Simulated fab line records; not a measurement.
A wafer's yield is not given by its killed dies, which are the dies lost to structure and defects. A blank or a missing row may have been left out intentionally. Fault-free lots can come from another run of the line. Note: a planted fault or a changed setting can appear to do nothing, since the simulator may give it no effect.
fab line records | flow nandHarc | part 2 of 2: steps 28 to 38 of 38
[record] lots = 5 | wafers = 15 | lastDay = 33
route steps=1302 shown A_M0@1159 A_M1@1169
lots with no fault: from the same line, run without faults
startH: the number of hours between the record's first day and the start of the first shown wafer of the lot | waitH: hours elapsed since this lot's preceding step | " the same as in the row above | L1.1+2: one row covering several wafers at once | - no value, or no start given | * or withheld: withheld | < > ~ a bound
route shown NAME@n: names a module that has steps shown in the file, with the first one's number in the route | usual: mean/standard deviation of fault-free wafers | same: alike in all rows | chamber/n: place in a boat | sites: per-site readings | _std_site: standard deviation across them | _edge_site: mean of outer sites minus mean of inner sites | radiusMm: how far each site lies from the wafer's centre | mask NAME#n: copy n | behind: the most recent tool/chamber to have shaped the wafer | hold: the reason the lot was held/the length of the hold in hours/how it ended | device: the n, p or np transistor that did not switch | end of line: tests run on the same wafers once the route is complete | a step with no rows: only its recipe | killed: count of dies lost to structure and defects at first sort (not the wafer's yield) | map: shows each die of a wafer: x if killed, . if not, _ if none is there
set.NAME: setting as actually run; set.NAME@STEP: the setting as run at that earlier step | model.NAME: the simulator's own value behind a step, which no gauge read
a table for each step, a row for each wafer; lots at some steps of the route
services: the hour from which a tool's chamber was out of use, counted from the record's first day as startH (under 0 if before that day), plus the number of hours and why
[[steps]]
[step NHARC_A_M1_ETCH_28]
[recipe] targetDepthA = 300 | overEtchFrac = 0.3 | timeS = 72.99 | ionEnergyEv = 150 | cf4FlowSccm = 50 | n2FlowSccm = 100 | arFlowSccm = 150 | rfW = 300 | biasW = 100 | chemistry = CF4/N2
[usual] drypumpMotorCurrentA = 5.8/0.4 | n2FlowSccm = 100.00/0.28 | oesProductAu = 1.002/0.012 | rfVppV = 313.8/1.8 | showerheadPlenumPTorr = 2.59/0.095 | throttleValvePct = 19.795/0.0089
[same] overEtchFrac = 0.3
lot.wafer | tool       | chamber | startH | waitH | drypumpMotorCurrentA | n2FlowSccm | oesProductAu | rfHoursCounterH | rfVppV | showerheadPlenumPTorr | throttleValvePct
L080.2    | rieDiel-07 | 3       | -      | -     | 5.6                  | 99.91      | 0.984        | 6.3             | 312.6  | 2.48                  | 19.790
L080.4    | "          | 0       | "      | "     | 6.0                  | 99.57      | 0.995        | 7.5             | 311.5  | 2.53                  | 19.794
L080.6    | "          | 3       | "      | "     | 5.6                  | 99.55      | 0.988        | -               | 312.2  | 2.48                  | 19.801
L083.1    | rieDiel-07 | 3       | -      | -     | 5.7                  | 99.81      | 0.992        | 7.7             | 310.5  | 2.48                  | 19.802
L083.3    | "          | 0       | "      | "     | 6.0                  | 100.11     | 0.992        | 8.9             | 313.5  | 2.53                  | 19.793
L083.5    | "          | 3       | "      | "     | 5.7                  | 100.10     | 0.988        | -               | 311.8  | 2.48                  | 19.813
L086.1    | rieDiel-02 | 3       | -      | -     | 5.5                  | 99.98      | 0.981        | 3.0             | 313.9  | 2.66                  | 19.784
L086.4    | "          | 0       | "      | "     | 5.5                  | 99.79      | 0.999        | 2.6             | 316.2  | 2.72                  | 19.794
L086.2    | "          | 1       | "      | "     | 6.1                  | 100.04     | 0.991        | 2.5             | 311.2  | 2.47                  | 19.800
L087.4    | rieDiel-02 | 3       | -      | -     | 5.5                  | 100.26     | 1.000        | 3.2             | 315.1  | 2.66                  | 19.806
L087.3    | "          | 1       | "      | "     | 6.1                  | 100.09     | 0.987        | 2.7             | 311.5  | 2.47                  | 19.792
L087.5    | "          | 2       | "      | "     | 5.4                  | 99.68      | 0.995        | -               | 311.3  | 2.54                  | 19.782
L097.1    | rieDiel-02 | 3       | -      | -     | 5.6                  | 99.79      | 1.002        | 5.0             | 313.9  | 2.66                  | 19.779
L097.5    | "          | 2       | "      | "     | 5.4                  | 99.97      | 1.007        | -               | 312.6  | 2.54                  | 19.806
L097.4    | "          | 3       | "      | "     | 5.6                  | 99.76      | 0.989        | -               | 314.4  | 2.66                  | 19.788
[step NHARC_A_M1_STRIP_19]
[recipe] timeS = 600 | tempC = 30 | chemistry = postEtchResidueRemover
lot.wafer  | tool        | chamber | startH | waitH
L080.6+4+2 | wetBench-08 | 0,1,2   | 604.28 | -
L083.3+5+1 | wetBench-10 | 5,6,7   | 626.75 | -
L086.4+2+1 | wetBench-08 | 6,0,3   | 655.45 | -
L087.5+3+4 | wetBench-08 | 4,5,1   | 671.16 | -
L097.4+1+5 | wetBench-08 | 5,6,0   | 744.29 | -
[step NHARC_A_M1_DEGAS_29]
[recipe] tempC = 250 | timeS = 60
[usual] heaterPowerW = 330/30
lot.wafer | tool          | chamber | startH | waitH | heaterPowerW
L080.2    | pvdSputter-01 | -       | 604.55 | -     | 323
L080.4    | "             | -       | "      | "     | 381
L080.6    | "             | -       | "      | "     | 352
L083.1    | pvdSputter-01 | -       | 627.03 | -     | 344
L083.3    | "             | -       | "      | "     | 321
L083.5    | "             | -       | "      | "     | 386
L086.4    | pvdSputter-01 | -       | 655.73 | -     | 334
L086.2    | "             | -       | "      | "     | 384
L086.1    | "             | -       | "      | "     | 337
L087.3    | pvdSputter-02 | -       | 671.43 | -     | 309
L087.4    | "             | -       | "      | "     | 332
L087.5    | "             | -       | "      | "     | 279
L097.1    | pvdSputter-01 | -       | 744.54 | -     | 327
L097.4    | "             | -       | "      | "     | 384
L097.5    | "             | -       | "      | "     | 326
[step NHARC_A_M1_PRE_CLEAN_30]
[recipe] timeS = 30 | tempC = 280 | gas = H2/He
[usual] heaterPowerW = 407/36
lot.wafer | tool          | chamber | startH | waitH | heaterPowerW
L080.2    | pvdSputter-01 | -       | -      | -     | 394
L080.4    | "             | -       | "      | "     | 418
L080.6    | "             | -       | "      | "     | 404
L083.1    | pvdSputter-01 | -       | -      | -     | 422
L083.3    | "             | -       | "      | "     | 473
L083.5    | "             | -       | "      | "     | 417
L086.4    | pvdSputter-01 | -       | -      | -     | 395
L086.1    | "             | -       | "      | "     | 432
L086.2    | "             | -       | "      | "     | 469
L087.3    | pvdSputter-02 | -       | -      | -     | 378
L087.4    | "             | -       | "      | "     | 411
L087.5    | "             | -       | "      | "     | 337
L097.1    | pvdSputter-01 | -       | -      | -     | 422
L097.4    | "             | -       | "      | "     | 427
L097.5    | "             | -       | "      | "     | 419
[step NHARC_A_M1_PVD_20]
[recipe] targetThkA = 50 | biasV = 168.6 | powerW = 15000 | chamberPressurePa = 0.12 | timeS = 8.06 | substrateTempC = 50 | material = TaN
[usual] throttleValvePct = 30.0/0.78
lot.wafer | tool          | chamber | startH | waitH | throttleValvePct
L080.4    | pvdSputter-01 | -       | -      | -     | 30.1
L080.2    | "             | -       | "      | "     | 28.7
L080.6    | "             | -       | "      | "     | 30.2
L083.3    | pvdSputter-01 | -       | -      | -     | 30.3
L083.1    | "             | -       | "      | "     | 29.8
L083.5    | "             | -       | "      | "     | 29.9
L086.2    | pvdSputter-01 | -       | -      | -     | 29.8
L086.4    | "             | -       | "      | "     | 29.9
L086.1    | "             | -       | "      | "     | 29.4
L087.4    | pvdSputter-02 | -       | -      | -     | 29.8
L087.3    | "             | -       | "      | "     | 30.2
L087.5    | "             | -       | "      | "     | 30.0
L097.1    | pvdSputter-01 | -       | -      | -     | 29.4
L097.4    | "             | -       | "      | "     | 30.1
L097.5    | "             | -       | "      | "     | 30.2
[step NHARC_A_M1_PVD_21]
[recipe] targetThkA = 300 | chamberPressurePa = 5 | powerW = 5000 | substrateTempC = 30 | timeS = 20.49 | material = Cu
[usual] throttleValvePct = 30.0/0.83
lot.wafer | tool          | chamber | startH | waitH | throttleValvePct
L080.4    | pvdSputter-01 | -       | -      | -     | 30.0
L080.2    | "             | -       | "      | "     | 30.0
L080.6    | "             | -       | "      | "     | 29.1
L083.3    | pvdSputter-01 | -       | -      | -     | 29.2
L083.1    | "             | -       | "      | "     | 30.2
L083.5    | "             | -       | "      | "     | 30.3
L086.1    | pvdSputter-01 | -       | -      | -     | 30.2
L086.2    | "             | -       | "      | "     | 30.4
L086.4    | "             | -       | "      | "     | 29.2
L087.3    | pvdSputter-02 | -       | -      | -     | 31.9
L087.4    | "             | -       | "      | "     | 29.6
L087.5    | "             | -       | "      | "     | 31.8
L097.4    | pvdSputter-01 | -       | -      | -     | 29.5
L097.1    | "             | -       | "      | "     | 29.1
L097.5    | "             | -       | "      | "     | 30.2
[step NHARC_A_M1_ECD_22]
[recipe] targetThkA = 4000 | bathTempC = 25 | material = Cu
lot.wafer  | tool     | chamber | startH | waitH
L080.2+4+6 | ecdCu-02 | 0,1,0   | 604.90 | -
L083.1+3+5 | ecdCu-01 | 0,1,0   | 627.38 | -
L086.1+2+4 | ecdCu-01 | 1,0,0   | 656.10 | -
L087.3+4+5 | ecdCu-01 | 0,1,0   | 671.89 | -
L097.1+4+5 | ecdCu-01 | 1,1,0   | 744.90 | -
[step NHARC_A_M1_ANNEAL_31]
[recipe] tempC = 225 | timeS = 90
[usual] wafer_temp_C_max = 226.1/0.3
lot.wafer | tool         | chamber | startH | waitH | wafer_temp_C_max
L080.2    | rtpAnneal-02 | 0       | 605.39 | 0.4   | 225.8
L080.4    | "            | 0       | "      | "     | 225.8
L080.6    | "            | 0       | "      | "     | 226.1
L083.1    | rtpAnneal-02 | 0       | 627.76 | 0.3   | 225.9
L083.3    | "            | 0       | "      | "     | 226.0
L083.5    | "            | 0       | "      | "     | 225.9
L086.1    | rtpAnneal-02 | 0       | 656.48 | 0.3   | 226.1
L086.2    | "            | 0       | "      | "     | 226.1
L086.4    | "            | 0       | "      | "     | 226.0
L087.3    | rtpAnneal-01 | 0       | 672.27 | 0.3   | 226.4
L087.4    | "            | 0       | "      | "     | 226.1
L087.5    | "            | 0       | "      | "     | 226.6
L097.1    | rtpAnneal-01 | 0       | 745.27 | -     | 225.9
L097.4    | "            | 0       | "      | "     | 225.8
L097.5    | "            | 0       | "      | "     | 225.9
[step NHARC_A_M1_CMP_23]
[recipe] tOverpolishS = 20 | targetThkNm = 154.34
[usual] motorCurrentA = 12.1/1.1 | timeToEndpointS = 29.0/2.9
lot.wafer | tool   | chamber | startH | waitH | motorCurrentA | timeToEndpointS
L080.2    | cmp-04 | 1       | 605.94 | -     | 11.4          | 33.4
L080.4    | "      | 2       | "      | "     | 11.3          | 26.7
L080.6    | "      | 2       | "      | "     | 10.4          | 26.0
L083.1    | cmp-03 | 0       | 628.10 | -     | 12.0          | 28.0
L083.3    | "      | 3       | "      | "     | 12.8          | 31.1
L083.5    | "      | 1       | "      | "     | 10.8          | 28.6
L086.2    | cmp-02 | 3       | 656.82 | -     | 13.8          | 27.9
L086.1    | "      | 0       | "      | "     | 11.3          | 32.2
L086.4    | "      | 1       | "      | "     | 10.8          | 28.8
L087.4    | cmp-03 | 3       | 672.51 | -     | 12.8          | 31.7
L087.3    | "      | 0       | "      | "     | 12.1          | 26.9
L087.5    | "      | 3       | "      | "     | 12.3          | 30.7
L097.4    | cmp-02 | 0       | 745.62 | -     | 11.5          | 31.4
L097.1    | "      | 2       | "      | "     | 11.2          | 23.3
L097.5    | "      | 1       | "      | "     | 10.7          | 25.5
[step NHARC_A_M1_THK_MEAS_24]
[recipe] thkMeasGauge = xrf
[usual] thkNm = 154.6/1.6
lot.wafer | tool         | chamber | startH | waitH | thkNm
L080.2    | filmMetro-02 | -       | 606.26 | -     | 153.9
L080.4    | "            | -       | "      | "     | 153.4
L080.6    | "            | -       | "      | "     | 153.6
L083.1    | filmMetro-02 | -       | 628.42 | -     | 154.6
L083.3    | "            | -       | "      | "     | 155.2
L083.5    | "            | -       | "      | "     | 156.3
L086.1    | filmMetro-02 | -       | 657.14 | -     | 155.3
L086.2    | "            | -       | "      | "     | 153.1
L086.4    | "            | -       | "      | "     | 155.1
L087.3    | filmMetro-02 | -       | 672.83 | -     | 152.8
L087.4    | "            | -       | "      | "     | 155.4
L087.5    | "            | -       | "      | "     | 155.8
L097.1    | filmMetro-02 | -       | 745.93 | -     | 153.0
L097.4    | "            | -       | "      | "     | 155.9
L097.5    | "            | -       | "      | "     | 151.1
[step NHARC_A_M1_SRD_25]
lot.wafer  | tool        | chamber | startH | waitH
L080.2+6+4 | wetBench-08 | 6,7,0   | 606.30 | 0.0
L083.1+5+3 | wetBench-10 | 2,4,6   | 628.46 | 0.0
L086.4+2+1 | wetBench-10 | 7,0,1   | 657.18 | 0.0
L087.3+5+4 | wetBench-08 | 4,6,7   | 672.87 | 0.0
L097.4+5+1 | wetBench-08 | 4,5,1   | 745.97 | 0.0
[[services]]
tool          | chamber | startH | hours | kind
pvdSputter-01 | -       | 582.92 | 10.0  | pm
cmp-02        | -       | 624.68 | 4.0   | pm
pecvd-04      | -       | 631.63 | 13.0  | pm
pvdSputter-02 | -       | 638.96 | 10.0  | pm
wetBench-08   | -       | 646.40 | 8.0   | pm
rieDiel-07    | -       | 648.30 | 9.0   | pm
rieDiel-13    | -       | 661.33 | 0.4   | repair
wetBench-10   | -       | 663.20 | 8.0   | pm
pecvd-03      | -       | 672.66 | 1.4   | repair
rieDiel-07    | 1       | 673.19 | 3.1   | repair
lithoTrack-01 | -       | 680.00 | 7.0   | pm
cmp-02        | -       | 680.67 | 1.8   | repair
pvdSputter-02 | -       | 683.60 | 11.2  | repair
ecdCu-01      | -       | 688.00 | 8.0   | pm
rieDiel-13    | -       | 696.01 | 9.0   | pm
lithoTrack-06 | -       | 704.00 | 7.0   | pm
pvdSputter-01 | -       | 710.34 | 7.1   | repair
cmp-02        | -       | 722.68 | 4.0   | pm
pvdSputter-02 | -       | 727.74 | 30.5  | repair
lithoTrack-04 | -       | 728.00 | 7.0   | pm
pecvd-03      | -       | 728.00 | 13.0  | pm
rieDiel-02    | 3       | 732.82 | 6.0   | repair
rieDiel-02    | 0       | 735.65 | 12.6  | repair
rtpAnneal-02  | -       | 744.00 | 12.0  | pm
